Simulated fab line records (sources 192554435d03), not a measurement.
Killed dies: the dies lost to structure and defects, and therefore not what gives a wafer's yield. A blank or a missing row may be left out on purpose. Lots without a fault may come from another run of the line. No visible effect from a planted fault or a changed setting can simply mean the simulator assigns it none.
Which tool did it? | flow n5 finfet | Sampling: 14 lots, 41 wafers, 4 of 1938 route steps

WHAT EACH GAUGE READ, for each wafer
Not one reading of a measure or inspect step in the record can be checked against a usual standard deviation.

WHAT TOOL EACH LOT RAN ON (gives the tool, then ch and the chambers of the sampled wafers, and finally the start)
lot  | N5_WELL_APT_DEVELOP_24           | N5_WELL_APT_DESCUM_30             | N5_WELL_APT_RTA_34              | N5_PMOS_HMC_CHANNEL_EPI_HM_DEP_34
L905 | litho track-02 ch 0, day 1 15:17 | rie diel-02 ch 0,1,3, day 1 15:29 | rtp anneal-01 ch 0, day 1 16:26 | pecvd-02 ch 0,1,2, day 1 17:19
L907 | litho track-05 ch 0, day 2 03:04 | rie diel-05 ch 0,3, day 2 03:16   | rtp anneal-01 ch 0, day 2 04:04 | pecvd-02 ch 0,1, day 2 04:57
L910 | litho track-05 ch 0, day 2 20:49 | rie diel-06 ch 0,2,3, day 2 21:09 | rtp anneal-02 ch 0, day 2 21:55 | pecvd-02 ch 0,1, day 2 22:49
L911 | litho track-02 ch 0, day 3 02:59 | rie diel-02 ch 0,2,3, day 3 03:11 | rtp anneal-02 ch 0, day 3 03:57 | pecvd-02 ch 0,1,2, day 3 04:52
L912 | litho track-02 ch 0, day 3 09:01 | rie diel-06 ch 1,2,3, day 3 09:29 | rtp anneal-02 ch 0, day 3 10:20 | pecvd-02 ch 0,1,2, day 3 11:26
L914 | litho track-03 ch 0, day 3 20:55 | rie diel-02 ch 0,1, day 3 21:07   | rtp anneal-01 ch 0, day 3 22:16 | pecvd-03 ch 0,2, day 3 23:09
L915 | litho track-05 ch 0, day 4 02:50 | rie diel-06 ch 0,1,3, day 4 03:14 | rtp anneal-02 ch 0, day 4 04:02 | pecvd-02 ch 0,1, day 4 05:06
L916 | litho track-03 ch 0, day 4 08:43 | rie diel-05 ch 1,2, day 4 09:03   | rtp anneal-01 ch 0, day 4 09:55 | pecvd-04 ch 0,1,2, day 4 10:49
L917 | litho track-05 ch 0, day 4 14:57 | rie diel-06 ch 0,2,3, day 4 15:09 | rtp anneal-02 ch 0, day 4 16:11 | pecvd-02 ch 1,2, day 4 17:04
L918 | litho track-02, day 4 20:43      | rie diel-02 ch 1,2,3, day 4 20:55 | rtp anneal-02 ch 0, day 4 21:43 | -
L919 | litho track-03, day 5 02:50      | rie diel-05 ch 1,2, day 5 03:02   | rtp anneal-02 ch 0, day 5 03:48 | -
L920 | litho track-05 ch 0, day 5 09:02 | rie diel-06 ch 1,2,3, day 5 09:14 | rtp anneal-01 ch 0, day 5 10:01 | pecvd-02 ch 0,1,2, day 5 10:55
L922 | litho track-03 ch 0, day 5 21:08 | rie diel-06 ch 0,2,3, day 5 21:20 | rtp anneal-02 ch 0, day 5 22:06 | pecvd-03 ch 1,2, day 5 23:01
L928 | litho track-02 ch 0, day 7 08:43 | rie diel-06 ch 0,3, day 7 08:56   | rtp anneal-02 ch 0, day 7 09:42 | pecvd-02 ch 0,1,2, day 7 10:38
- N5_WELL_APT_DEVELOP_24: develop time 45 s.
- N5_WELL_APT_DESCUM_30: chemistry O2, time 7.9 s.
- N5_WELL_APT_RTA_34: time 10 s.
- N5_PMOS_HMC_CHANNEL_EPI_HM_DEP_34: deposits SiO2 from TEOS/O2, target thk 36 nm, time 6.9 s.

AS READ BY THE TOOLS THEMSELVES (means over the sampled wafers that have a number; for cases with no such wafer, the mark the record gives instead)
N5_WELL_APT_DEVELOP_24.
lot  | tool           | chill plate temp C (C)
L905 | litho track-02 | 23.02
L907 | litho track-05 | 23.06
L910 | litho track-05 | 22.88
L911 | litho track-02 | 23.20
L912 | litho track-02 | 23.04
L914 | litho track-03 | 22.91
L915 | litho track-05 | 22.97
L916 | litho track-03 | 23.01
L917 | litho track-05 | 23.10
L918 | litho track-02 | -
L919 | litho track-03 | -
L920 | litho track-05 | 22.85
L922 | litho track-03 | 22.97
L928 | litho track-02 | 22.96

N5_WELL_APT_DESCUM_30.
lot  | tool        | drypump motor current A (A) | oes product au (a.u.) | rf vpp V (V) | showerhead plenum p Torr (Torr) | throttle valve pct (%)
L905 | rie diel-02 | 6.2                         | 0.84                  | 244.6        | 2.14                            | 20.35
L907 | rie diel-05 | 5.4                         | 0.88                  | 244.3        | 2.21                            | 20.42
L910 | rie diel-06 | 5.9                         | 0.82                  | 243.6        | 2.12                            | 20.51
L911 | rie diel-02 | 5.8                         | 0.83                  | 243.8        | 2.15                            | 20.62
L912 | rie diel-06 | 5.6                         | 0.80                  | 244.1        | 2.15                            | 20.44
L914 | rie diel-02 | 6.4                         | 0.82                  | 243.7        | 2.13                            | 20.20
L915 | rie diel-06 | 5.9                         | 0.78                  | 244.0        | 2.14                            | 20.65
L916 | rie diel-05 | 5.3                         | 0.81                  | 243.6        | 2.17                            | 20.26
L917 | rie diel-06 | 5.9                         | 0.80                  | 243.4        | 2.11                            | 20.53
L918 | rie diel-02 | 5.7                         | 0.75                  | 243.2        | 2.09                            | 20.60
L919 | rie diel-05 | 5.3                         | 0.80                  | 243.5        | 2.16                            | 20.27
L920 | rie diel-06 | 5.6                         | 0.79                  | 244.6        | 2.14                            | 20.46
L922 | rie diel-06 | 5.9                         | 0.80                  | 243.3        | 2.11                            | 20.56
L928 | rie diel-06 | 6.2                         | 0.75                  | 243.7        | 2.10                            | 20.78

N5_WELL_APT_RTA_34.
lot  | tool          | lamp power pct (%) | lamp_zone_5_pct (%) | wafer_temp_C_max
L905 | rtp anneal-01 | 12.98              | 13.02               | 1004.1
L907 | rtp anneal-01 | 12.98              | 13.02               | 1004.4
L910 | rtp anneal-02 | 13.05              | 13.00               | 1003.4
L911 | rtp anneal-02 | 12.99              | 12.98               | 1003.8
L912 | rtp anneal-02 | 13.01              | 13.01               | 1004.3
L914 | rtp anneal-01 | 12.98              | 12.97               | 1004.1
L915 | rtp anneal-02 | 13.01              | 12.98               | 1003.6
L916 | rtp anneal-01 | 13.02              | 13.01               | 1004.1
L917 | rtp anneal-02 | 13.04              | 12.98               | 1003.6
L918 | rtp anneal-02 | 12.96              | 12.95               | 1003.6
L919 | rtp anneal-02 | 12.99              | 12.99               | 1003.2
L920 | rtp anneal-01 | 12.98              | 12.99               | 1004.4
L922 | rtp anneal-02 | 13.02              | 13.03               | 1003.5
L928 | rtp anneal-02 | 13.00              | 13.02               | 1003.5

N5_PMOS_HMC_CHANNEL_EPI_HM_DEP_34.
lot  | tool     | chamber pressure Torr (Torr) | heater power w (W) | showerhead plenum p Torr (Torr) | throttle valve pct (%)
L905 | pecvd-02 | 6.513                        | 490                | 8.312                           | 18.7
L907 | pecvd-02 | 6.483                        | 506                | 8.338                           | 18.6
L910 | pecvd-02 | 6.485                        | 512                | 8.345                           | 19.1
L911 | pecvd-02 | 6.504                        | 513                | 8.320                           | 18.3
L912 | pecvd-02 | 6.503                        | 553                | 8.323                           | 18.3
L914 | pecvd-03 | 6.482                        | 516                | 8.329                           | 18.4
L915 | pecvd-02 | 6.485                        | 528                | 8.343                           | 19.1
L916 | pecvd-04 | 6.503                        | 659                | 8.323                           | 18.9
L917 | pecvd-02 | 6.510                        | 483                | 8.332                           | 17.8
L920 | pecvd-02 | 6.504                        | 540                | 8.316                           | 18.3
L922 | pecvd-03 | 6.491                        | 498                | 8.324                           | 18.3
L928 | pecvd-02 | 6.503                        | 520                | 8.316                           | 18.1

THE ANSWER, worked out from the rows above alone
Rule: what is usual is taken from the lots themselves. Put in order of their means at a reading, lots are off if they are a third of the lots or fewer, leave a main group of 4 or more, and stand apart from it by a gap of 3 or more times the standard deviation of the main group's means; of several such gaps the widest counts. If all means in a main group match to the digits the tables above print for the reading, that group is not used. A lot without any number at a reading at which 4 lots or more have one is off too. All remaining lots with rows at the step are treated as sound. Order of review: gauges by route order, followed by the tools' own readings, for which a lot's mean as printed above is used. At the first step where some lot is off, the reading lying furthest off is the one used; lots without a number count as furthest.
Off: L918, L919 (N5_WELL_APT_DEVELOP_24, chill plate temp C). Without a number there: L918, L919. The main group: mean 23.00 C, standard deviation 0.093.
A tool fits if, at that step or a process step before it, it ran every lot that is off, and no sound lot after the first of them. Not one of the candidates tried fits.

WHAT WAS PUT IN BY THE SIMULATOR
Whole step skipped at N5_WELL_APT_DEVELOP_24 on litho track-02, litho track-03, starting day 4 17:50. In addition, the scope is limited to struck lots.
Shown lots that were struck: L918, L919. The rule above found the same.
